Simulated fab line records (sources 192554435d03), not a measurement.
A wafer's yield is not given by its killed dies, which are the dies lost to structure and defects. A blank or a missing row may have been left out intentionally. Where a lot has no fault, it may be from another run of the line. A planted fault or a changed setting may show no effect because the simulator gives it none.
Split-lot experiment || flow n5 finfet || route with 1938 steps; 7 lots, 21 wafers read

## THE SPLIT ITSELF
At N5_SDB_EXPOSE_08 (exposes mask SDB), the setting dose mj was moved away from the recipe's 49.6 on 10 of the 21 wafers read, by -3.6% to +6.7%. This setting was run at the recipe's value on the other wafers.

## FROM THE SPLIT TO THE READING: what the file shows between them, 2 steps
- N5_SDB_PEB_09: peb time 60 s
- N5_SDB_DEVELOP_10: develop time 30 s

## THE READING
cd nm (nm) at N5_SDB_CD_MEAS_11, where the cd target is 50 nm. On this fab line, fault-free wafers typically give 49.6 nm with a standard deviation of 1.3 nm.

{"wafer": "L076.1", "tool, chamber at the split": "arfi scanner-02, 0", "dose mj as run": 51.23, "against the recipe": "+3.3%", "cd nm, nm": 54.2, "against lot-mates on the recipe": "+4.5"}
{"wafer": "L076.3", "tool, chamber at the split": "arfi scanner-02, 0", "dose mj as run": 49.6, "against the recipe": "recipe", "cd nm, nm": 49.7, "against lot-mates on the recipe": "-"}
{"wafer": "L076.6", "tool, chamber at the split": "arfi scanner-02, 0", "dose mj as run": 51.23, "against the recipe": "+3.3%", "cd nm, nm": 53.5, "against lot-mates on the recipe": "+3.8"}
{"wafer": "L082.2", "tool, chamber at the split": "arfi scanner-01, 0", "dose mj as run": 51.82, "against the recipe": "+4.5%", "cd nm, nm": 53.8, "against lot-mates on the recipe": "+5.9"}
{"wafer": "L082.4", "tool, chamber at the split": "arfi scanner-01, 0", "dose mj as run": 51.82, "against the recipe": "+4.5%", "cd nm, nm": 53.6, "against lot-mates on the recipe": "+5.7"}
{"wafer": "L082.5", "tool, chamber at the split": "arfi scanner-01, 0", "dose mj as run": 49.6, "against the recipe": "recipe", "cd nm, nm": 47.9, "against lot-mates on the recipe": "-"}
{"wafer": "L088.1", "tool, chamber at the split": "arfi scanner-02, 0", "dose mj as run": 49.6, "against the recipe": "recipe", "cd nm, nm": 46.9, "against lot-mates on the recipe": "-"}
{"wafer": "L088.3", "tool, chamber at the split": "arfi scanner-02, 0", "dose mj as run": 49.6, "against the recipe": "recipe", "cd nm, nm": 50.6, "against lot-mates on the recipe": "-"}
{"wafer": "L088.4", "tool, chamber at the split": "arfi scanner-02, 0", "dose mj as run": 49.6, "against the recipe": "recipe", "cd nm, nm": 49.0, "against lot-mates on the recipe": "-"}
{"wafer": "L090.1", "tool, chamber at the split": "arfi scanner-03, 0", "dose mj as run": 49.6, "against the recipe": "recipe", "cd nm, nm": 50.2, "against lot-mates on the recipe": "-"}
{"wafer": "L090.2", "tool, chamber at the split": "arfi scanner-03, 0", "dose mj as run": 48.07, "against the recipe": "-3.1%", "cd nm, nm": 47.3, "against lot-mates on the recipe": -2.9}
{"wafer": "L090.3", "tool, chamber at the split": "arfi scanner-03, 0", "dose mj as run": 48.07, "against the recipe": "-3.1%", "cd nm, nm": 45.9, "against lot-mates on the recipe": -4.3}
{"wafer": "L091.3", "tool, chamber at the split": "arfi scanner-03, 0", "dose mj as run": 52.93, "against the recipe": "+6.7%", "cd nm, nm": 56.7, "against lot-mates on the recipe": "no lot-mate on the recipe"}
{"wafer": "L091.4", "tool, chamber at the split": "arfi scanner-03, 0", "dose mj as run": 52.93, "against the recipe": "+6.7%", "cd nm, nm": 57.3, "against lot-mates on the recipe": "no lot-mate on the recipe"}
{"wafer": "L091.6", "tool, chamber at the split": "arfi scanner-03, 0", "dose mj as run": 52.93, "against the recipe": "+6.7%", "cd nm, nm": 57.7, "against lot-mates on the recipe": "no lot-mate on the recipe"}
{"wafer": "L092.1", "tool, chamber at the split": "arfi scanner-01, 0", "dose mj as run": 49.6, "against the recipe": "recipe", "cd nm, nm": 49.5, "against lot-mates on the recipe": "-"}
{"wafer": "L092.3", "tool, chamber at the split": "arfi scanner-01, 0", "dose mj as run": 49.6, "against the recipe": "recipe", "cd nm, nm": 49.6, "against lot-mates on the recipe": "-"}
{"wafer": "L092.4", "tool, chamber at the split": "arfi scanner-01, 0", "dose mj as run": 47.82, "against the recipe": "-3.6%", "cd nm, nm": 45.1, "against lot-mates on the recipe": -4.4}
{"wafer": "L096.2", "tool, chamber at the split": "arfi scanner-02, 0", "dose mj as run": 49.6, "against the recipe": "recipe", "cd nm, nm": 48.8, "against lot-mates on the recipe": "-"}
{"wafer": "L096.3", "tool, chamber at the split": "arfi scanner-02, 0", "dose mj as run": 49.6, "against the recipe": "recipe", "cd nm, nm": 49.5, "against lot-mates on the recipe": "-"}
{"wafer": "L096.5", "tool, chamber at the split": "arfi scanner-02, 0", "dose mj as run": 49.6, "against the recipe": "recipe", "cd nm, nm": 49.7, "against lot-mates on the recipe": "-"}

THE FIT
A straight line over all 21 wafers: cd nm changes by +1.13 nm for each +1% of dose mj; r = +0.97; the points scatter about the line by 0.93 nm.
The same after taking each lot's own level away (the mean of its wafers on the recipe; 18 wafers): +1.25 nm for each +1%; r = +0.97; scatter 0.74 nm.
According to that fit, moving dose mj by its largest amount changes the reading by 8.4 nm.
The span of the lots' own levels, 47.90 to 50.20 nm, comes to 1.8 times the standard deviation stated above.
The two slopes are in agreement: the lot-to-lot level therefore moves the slope only a little.
Check: with one of the wafers moved furthest among these (+4.5%) left out of the fit, the line predicts +5.58 nm for it against its lot-mates. It came out at +5.9 nm against them.

## FILE'S OWN FIT
cd nm changes by +1.26 nm for each +1% of dose mj, r = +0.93.
